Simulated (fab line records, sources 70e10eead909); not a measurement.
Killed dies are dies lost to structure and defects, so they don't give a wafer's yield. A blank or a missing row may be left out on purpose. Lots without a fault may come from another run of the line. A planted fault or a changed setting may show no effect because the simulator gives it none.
Which tool did it? | flow nand_harc | 24 lots, 72 wafers sampled, at 6 steps of a route of 1302

WHAT THE GAUGES READ, wafer by wafer
NHARC_P_CONTACT_OVL_MEAS_13.
lot  | measured     | on         | overlay_x_nm (nm) | overlay_y_nm (nm)
L075 | day 5 02:28  | overlay-02 | 0.3 0.6 -0.6      | 0.5 0.6 -0.3
L074 | day 5 03:27  | overlay-02 | -0.1 0.1 -0.6     | -0.6 -0.7 -1.2
L076 | day 5 19:31  | overlay-01 | -0.8 -0.9 -0.9    | 1.0 1.3 0.6
L077 | day 5 21:09  | overlay-01 | 0.0 0.1 -0.4      | 2.2 1.8 1.5
L078 | day 6 10:43  | overlay-01 | -1.1 -1.4 -1.4    | -0.8 0.2 -1.0
L079 | day 7 06:07  | overlay-02 | 2.1 1.3 1.9       | -0.8 -0.3 -0.5
L080 | day 7 09:16  | overlay-01 | -0.1 -0.3 0.2     | -0.3 -0.8 -0.1
L082 | day 8 02:13  | overlay-01 | 1.3 1.0 1.0       | 1.9 1.3 1.7
L081 | day 8 02:31  | overlay-01 | -0.7 -0.4 0.3     | 0.6 0.4 0.8
L084 | day 8 20:02  | overlay-01 | -0.7 -0.6 -0.4    | -1.5 -2.0 -1.4
L083 | day 8 20:28  | overlay-01 | 1.6 2.2 1.7       | -1.8 -1.6 -1.8
L085 | day 9 12:27  | overlay-01 | 0.0 -0.8 -1.0     | 0.3 0.1 0.2
L086 | day 9 16:55  | overlay-01 | -1.4 -1.0 -1.7    | -0.2 -0.1 -0.3
L087 | day 10 04:32 | overlay-02 | -1.4 -1.1 -1.2    | 1.0 1.5 1.2
L088 | day 10 22:47 | overlay-02 | 0.1 -0.5 0.4      | 0.5 -0.6 0.5
L089 | day 11 00:52 | overlay-01 | -0.3 -0.1 0.3     | 0.1 0.4 0.6
L090 | day 11 12:37 | overlay-01 | 1.1 0.8 1.4       | -0.1 -0.5 -0.2
L091 | day 12 01:04 | overlay-02 | -0.7 -0.8 -0.8    | 0.2 -0.4 -0.4
L092 | day 12 12:45 | overlay-02 | -0.2 -0.3 0.0     | 0.1 0.5 0.5
L093 | day 12 17:44 | overlay-02 | -0.4 -0.2 -0.4    | 0.1 0.4 0.0
L094 | day 13 08:37 | overlay-01 | 0.4 0.2 0.0       | 0.2 -0.1 0.0
L095 | day 13 12:40 | overlay-01 | 0.6 0.5 0.7       | -0.1 -0.4 0.7
L096 | day 14 00:53 | overlay-02 | 0.5 0.7 0.5       | 0.4 1.2 0.7
L097 | day 14 07:18 | overlay-01 | 0.1 -1.3 0.1      | -0.4 -0.7 -0.6

NHARC_P_CONTACT_INSPECT_27.
lot  | measured     | on                | raw_defect_count
L075 | day 5 05:48  | defect_inspect-02 | 267 337 777
L074 | day 5 06:50  | defect_inspect-01 | 301 258 321
L076 | day 5 22:56  | defect_inspect-01 | 331 257 313
L077 | day 6 00:31  | defect_inspect-02 | 166 286 209
L078 | day 6 14:02  | defect_inspect-02 | 204 168 401
L079 | day 7 09:44  | defect_inspect-01 | 331 207 371
L080 | day 7 12:38  | defect_inspect-02 | 207 130 161
L082 | day 8 05:23  | defect_inspect-02 | 459 326 368
L081 | day 8 06:16  | defect_inspect-02 | 176 198 554
L084 | day 8 23:23  | defect_inspect-01 | 224 236 223
L083 | day 8 23:44  | defect_inspect-01 | 420 394 332
L085 | day 9 16:11  | defect_inspect-02 | 223 227 308
L086 | day 9 20:16  | defect_inspect-01 | 366 244 251
L087 | day 10 07:43 | defect_inspect-01 | 240 727 337
L088 | day 11 01:57 | defect_inspect-02 | 267 271 305
L089 | day 11 04:02 | defect_inspect-01 | 275 370 219
L090 | day 11 15:47 | defect_inspect-02 | 261 227 192
L091 | day 12 04:19 | defect_inspect-01 | 169 110 173
L092 | day 12 16:00 | defect_inspect-01 | 279 389 285
L093 | day 12 20:55 | defect_inspect-01 | 283 203 395
L094 | day 13 11:47 | defect_inspect-02 | 234 261 273
L095 | day 13 15:50 | defect_inspect-01 | 227 394 258
L096 | day 14 04:28 | defect_inspect-01 | 272 151 325
L097 | day 14 10:28 | defect_inspect-02 | 512 384 500

WHICH TOOL RAN EACH LOT (tool, then ch and the chambers of the sampled wafers, then the start)
lot  | NHARC_P_GATE_STRIP_112               | NHARC_P_GATE_STRIP_76                | NHARC_P_CONTACT_DESCUM_17          | NHARC_P_CONTACT_CMP_24
L075 | plasma_asher-01 ch 0,1, day 4 20:29  | plasma_asher-01 ch 0,1, day 4 20:44  | rie_diel-11 ch 1,2,3, day 5 02:34  | cmp-03 ch 0,2,3, day 5 05:24
L074 | plasma_asher-01 ch 0,1, day 4 21:19  | plasma_asher-01 ch 0,1, day 4 21:31  | rie_diel-02 ch 0,2, day 5 03:34    | cmp-01 ch 1,2, day 5 06:26
L076 | plasma_asher-01 ch 1, day 5 13:14    | plasma_asher-01 ch 1, day 5 13:28    | rie_diel-01 ch 2,3, day 5 19:37    | cmp-02 ch 0,1,2, day 5 22:34
L077 | plasma_asher-02 ch 0,1, day 5 15:26  | plasma_asher-02 ch 0,1, day 5 15:37  | rie_diel-01 ch 0,1, day 5 21:16    | cmp-01 ch 0,1,3, day 6 00:09
L078 | plasma_asher-01 ch 0,1, day 6 04:48  | plasma_asher-01 ch 0,1, day 6 05:04  | rie_diel-02 ch 2,3, day 6 10:50    | cmp-03 ch 0,2,3, day 6 13:38
L079 | plasma_asher-02 ch 0,1, day 7 00:28  | plasma_asher-02 ch 0,1, day 7 00:42  | rie_diel-02 ch 1,3, day 7 06:14    | cmp-03 ch 2,3, day 7 09:22
L080 | plasma_asher-02 ch 0,1, day 7 03:22  | plasma_asher-02 ch 0,1, day 7 03:34  | rie_diel-02 ch 1,2,3, day 7 09:25  | cmp-03 ch 0,1, day 7 12:15
L082 | plasma_asher-01 ch 0,1, day 7 20:22  | plasma_asher-01 ch 0,1, day 7 20:36  | rie_diel-01 ch 0,1,3, day 8 02:19  | cmp-01 ch 0,2,3, day 8 04:59
L081 | plasma_asher-02 ch 0, day 7 20:30    | plasma_asher-02 ch 0, day 7 20:45    | rie_diel-02 ch 2,3, day 8 02:37    | cmp-02 ch 0,2, day 8 05:53
L084 | plasma_asher-01 ch 0,1, day 8 13:58  | plasma_asher-01 ch 0,1, day 8 14:14  | rie_diel-11 ch 0,2,3, day 8 20:08  | cmp-03 ch 1,2,3, day 8 22:59
L083 | plasma_asher-02 ch 0,1, day 8 14:31  | plasma_asher-02 ch 0,1, day 8 14:47  | rie_diel-11 ch 2,3, day 8 20:35    | cmp-01 ch 1,3, day 8 23:22
L085 | plasma_asher-01 ch 0,1, day 9 06:08  | plasma_asher-01 ch 0,1, day 9 06:22  | rie_diel-01 ch 0,1,3, day 9 12:34  | cmp-01 ch 1,2, day 9 15:47
L086 | plasma_asher-01 ch 0,1, day 9 10:58  | plasma_asher-01 ch 0,1, day 9 11:14  | rie_diel-02 ch 0,1, day 9 17:01    | cmp-03 ch 1,2,3, day 9 19:52
L087 | plasma_asher-01 ch 0,1, day 9 22:41  | plasma_asher-01 ch 0,1, day 9 22:57  | rie_diel-11 ch 1,3, day 10 04:38   | cmp-01 ch 0,1,2, day 10 07:21
L088 | plasma_asher-01 ch 0,1, day 10 17:02 | plasma_asher-01 ch 0,1, day 10 17:14 | rie_diel-02 ch 2,3, day 10 22:53   | cmp-03 ch 0,2,3, day 11 01:35
L089 | plasma_asher-02 ch 0,1, day 10 19:02 | plasma_asher-02 ch 0,1, day 10 19:19 | rie_diel-11 ch 0,1,3, day 11 00:59 | cmp-02 ch 2,3, day 11 03:40
L090 | plasma_asher-02 ch 0,1, day 11 06:45 | plasma_asher-02 ch 0,1, day 11 07:01 | rie_diel-02 ch 1,2, day 11 12:43   | cmp-01 ch 0,1,3, day 11 15:23
L091 | plasma_asher-01 ch 0,1, day 11 19:11 | plasma_asher-01 ch 0,1, day 11 19:27 | rie_diel-11 ch 0,1,3, day 12 01:11 | cmp-03 ch 0,1,3, day 12 03:56
L092 | plasma_asher-01 ch 0,1, day 12 06:52 | plasma_asher-01 ch 0,1, day 12 07:08 | rie_diel-11 ch 1,2, day 12 12:51   | cmp-02 ch 0,2,3, day 12 15:35
L093 | plasma_asher-01 ch 0,1, day 12 12:01 | plasma_asher-01 ch 0,1, day 12 12:15 | rie_diel-11 ch 0,1, day 12 17:51   | cmp-02 ch 0,1, day 12 20:32
L094 | plasma_asher-02 ch 0,1, day 13 02:35 | plasma_asher-02 ch 0,1, day 13 02:51 | rie_diel-02 ch 0,1, day 13 08:43   | cmp-03 ch 0,3, day 13 11:25
L095 | plasma_asher-01 ch 0,1, day 13 06:46 | plasma_asher-01 ch 0,1, day 13 06:59 | rie_diel-02 ch 1,2,3, day 13 12:46 | cmp-01 ch 1,2, day 13 15:26
L096 | plasma_asher-01 ch 0,1, day 13 19:00 | plasma_asher-01 ch 0,1, day 13 19:14 | rie_diel-11 ch 0,2,3, day 14 00:59 | cmp-01 ch 0,1,3, day 14 04:04
L097 | plasma_asher-01 ch 0,1, day 14 01:24 | plasma_asher-01 ch 0,1, day 14 01:38 | rie_diel-11 ch 0,1,2, day 14 07:24 | cmp-03 ch 0,1,3, day 14 10:07
- NHARC_P_GATE_STRIP_112: strips in N2/H2, time 200 s.
- NHARC_P_GATE_STRIP_76: strips in O2.
- NHARC_P_CONTACT_DESCUM_17: chemistry O2, time 3 s.
- NHARC_P_CONTACT_CMP_24: polishes, t overpolish 30 s, target thk 200 nm.

WHAT THE TOOLS THEMSELVES READ (means of the sampled wafers that have a number; where no wafer has one, the mark that the record gives instead)
NHARC_P_GATE_STRIP_112.
lot  | tool            | drypump_motor_current_A (A) | heater_power_w (W)
L075 | plasma_asher-01 | 5.6                         | 79
L074 | plasma_asher-01 | 5.6                         | 82
L076 | plasma_asher-01 | 6.1                         | 83
L077 | plasma_asher-02 | 6.2                         | 84
L078 | plasma_asher-01 | 5.6                         | 79
L079 | plasma_asher-02 | 6.2                         | 84
L080 | plasma_asher-02 | 6.2                         | 84
L082 | plasma_asher-01 | 5.6                         | 82
L081 | plasma_asher-02 | 6.2                         | 83
L084 | plasma_asher-01 | 5.9                         | 86
L083 | plasma_asher-02 | 6.2                         | 85
L085 | plasma_asher-01 | 5.9                         | 84
L086 | plasma_asher-01 | 5.6                         | 83
L087 | plasma_asher-01 | 5.6                         | 83
L088 | plasma_asher-01 | 5.6                         | 83
L089 | plasma_asher-02 | 6.3                         | 82
L090 | plasma_asher-02 | 6.3                         | 82
L091 | plasma_asher-01 | 5.6                         | 83
L092 | plasma_asher-01 | 5.9                         | 84
L093 | plasma_asher-01 | 5.9                         | 84
L094 | plasma_asher-02 | 6.2                         | 83
L095 | plasma_asher-01 | 5.6                         | 83
L096 | plasma_asher-01 | 5.6                         | 83
L097 | plasma_asher-01 | 5.6                         | 81

NHARC_P_GATE_STRIP_76.
lot  | tool            | drypump_motor_current_A (A) | heater_power_w (W)
L075 | plasma_asher-01 | 5.6                         | 297
L074 | plasma_asher-01 | 5.6                         | 297
L076 | plasma_asher-01 | 6.1                         | 317
L077 | plasma_asher-02 | 6.2                         | 316
L078 | plasma_asher-01 | 5.6                         | 295
L079 | plasma_asher-02 | 6.2                         | 314
L080 | plasma_asher-02 | 6.3                         | 308
L082 | plasma_asher-01 | 5.6                         | 307
L081 | plasma_asher-02 | 6.3                         | 304
L084 | plasma_asher-01 | 5.9                         | 316
L083 | plasma_asher-02 | 6.2                         | 313
L085 | plasma_asher-01 | 5.9                         | 316
L086 | plasma_asher-01 | 5.6                         | 304
L087 | plasma_asher-01 | 5.6                         | 309
L088 | plasma_asher-01 | 5.6                         | 310
L089 | plasma_asher-02 | 6.3                         | 316
L090 | plasma_asher-02 | 6.3                         | 311
L091 | plasma_asher-01 | 5.6                         | 308
L092 | plasma_asher-01 | 5.9                         | 315
L093 | plasma_asher-01 | 5.9                         | 318
L094 | plasma_asher-02 | 6.2                         | 313
L095 | plasma_asher-01 | 5.6                         | 315
L096 | plasma_asher-01 | 5.6                         | 314
L097 | plasma_asher-01 | 5.6                         | 307

NHARC_P_CONTACT_DESCUM_17.
lot  | tool        | drypump_motor_current_A (A) | oes_product_au (a.u.) | rf_vpp_V (V) | showerhead_plenum_p_Torr (Torr) | throttle_valve_pct (%)
L075 | rie_diel-11 | 5.7                         | 1.002                 | 57.2         | 1.98                            | 11.309
L074 | rie_diel-02 | 6.3                         | 1.015                 | 57.5         | 1.87                            | 11.309
L076 | rie_diel-01 | 5.6                         | 1.006                 | 58.4         | 1.89                            | 11.313
L077 | rie_diel-01 | 5.4                         | 0.997                 | 57.8         | 1.89                            | 11.305
L078 | rie_diel-02 | 5.9                         | 1.007                 | 57.9         | 1.90                            | 11.295
L079 | rie_diel-02 | 6.2                         | 1.006                 | 57.9         | 1.97                            | 11.308
L080 | rie_diel-02 | 5.9                         | 0.999                 | 58.6         | 1.91                            | 11.310
L082 | rie_diel-01 | 5.6                         | 1.001                 | 57.8         | 1.90                            | 11.314
L081 | rie_diel-02 | 5.7                         | 1.003                 | 58.0         | 1.86                            | 11.316
L084 | rie_diel-11 | 5.6                         | 1.004                 | 58.4         | 1.99                            | 11.304
L083 | rie_diel-11 | 5.6                         | 0.998                 | 57.7         | 1.99                            | 11.303
L085 | rie_diel-01 | 5.6                         | 0.989                 | 57.4         | 1.90                            | 11.310
L086 | rie_diel-02 | 6.6                         | 1.006                 | 58.3         | 1.93                            | 11.315
L087 | rie_diel-11 | 5.5                         | 1.009                 | 57.9         | 2.00                            | 11.313
L088 | rie_diel-02 | 5.9                         | 1.007                 | 57.8         | 1.90                            | 11.309
L089 | rie_diel-11 | 5.7                         | 1.006                 | 57.6         | 1.97                            | 11.312
L090 | rie_diel-02 | 5.7                         | 0.991                 | 57.6         | 1.87                            | 11.307
L091 | rie_diel-11 | 5.7                         | 1.007                 | 57.5         | 1.97                            | 11.317
L092 | rie_diel-11 | 5.9                         | 1.005                 | 58.2         | 1.94                            | 11.308
L093 | rie_diel-11 | 5.9                         | 1.002                 | 57.8         | 1.93                            | 11.302
L094 | rie_diel-02 | 6.6                         | 1.004                 | 58.0         | 1.93                            | 11.311
L095 | rie_diel-02 | 5.9                         | 1.013                 | 58.8         | 1.91                            | 11.308
L096 | rie_diel-11 | 5.6                         | 0.997                 | 57.8         | 1.99                            | 11.319
L097 | rie_diel-11 | 5.8                         | 1.011                 | 57.8         | 1.94                            | 11.307

NHARC_P_CONTACT_CMP_24.
lot  | tool   | motor_current_A (A) | overpolish_run_s (s) | time_to_endpoint_s (s)
L075 | cmp-03 | 12.5                | 30.000               | 41.9
L074 | cmp-01 | 12.1                | 30.000               | 40.2
L076 | cmp-02 | 10.9                | 30.012               | 44.1
L077 | cmp-01 | 12.9                | 30.006               | 40.4
L078 | cmp-03 | 12.4                | 29.999               | 38.2
L079 | cmp-03 | 13.1                | 30.000               | 39.6
L080 | cmp-03 | 12.4                | 29.992               | 40.9
L082 | cmp-01 | 13.5                | 29.989               | 41.2
L081 | cmp-02 | 11.8                | 29.997               | 38.0
L084 | cmp-03 | 12.1                | 30.003               | 41.3
L083 | cmp-01 | 12.4                | 29.995               | 40.6
L085 | cmp-01 | 12.3                | 30.008               | 39.7
L086 | cmp-03 | 12.4                | 29.999               | 38.3
L087 | cmp-01 | 12.8                | 29.990               | 42.6
L088 | cmp-03 | 12.6                | 29.998               | 44.6
L089 | cmp-02 | 11.8                | 29.994               | 41.8
L090 | cmp-01 | 12.8                | 30.002               | 41.7
L091 | cmp-03 | 11.7                | 30.005               | 40.5
L092 | cmp-02 | 11.6                | 30.002               | 41.6
L093 | cmp-02 | 10.1                | 29.999               | 41.2
L094 | cmp-03 | 11.7                | 30.000               | 37.3
L095 | cmp-01 | 12.2                | 29.994               | 38.8
L096 | cmp-01 | 12.8                | 29.992               | 39.2
L097 | cmp-03 | 11.9                | 30.005               | 37.8

THE ANSWER, worked out from the rows above alone
Rule: what is usual is taken from the lots themselves. Put in order of their means at a reading, lots are off if they are a third of the lots or fewer, leave a main group of 4 or more, and stand apart from it by a gap of 3 or more times the standard deviation of the main group's means; of several such gaps the widest counts. A main group whose means are all the same, to the digits that the tables above print for the reading, isn't used. A lot without any number at a reading at which 4 lots or more have one is off too. The other lots that the step has rows for count as sound. The gauges are gone through in route order, then the tools' own readings, and for those a lot's mean is taken as printed above. The first step at which some lot is off is used, and at that step the reading that is off furthest; a lot without a number counts as furthest.
No lot is off at any reading shown: from this, nothing can be told.

WHAT THE SIMULATOR HAD PUT IN
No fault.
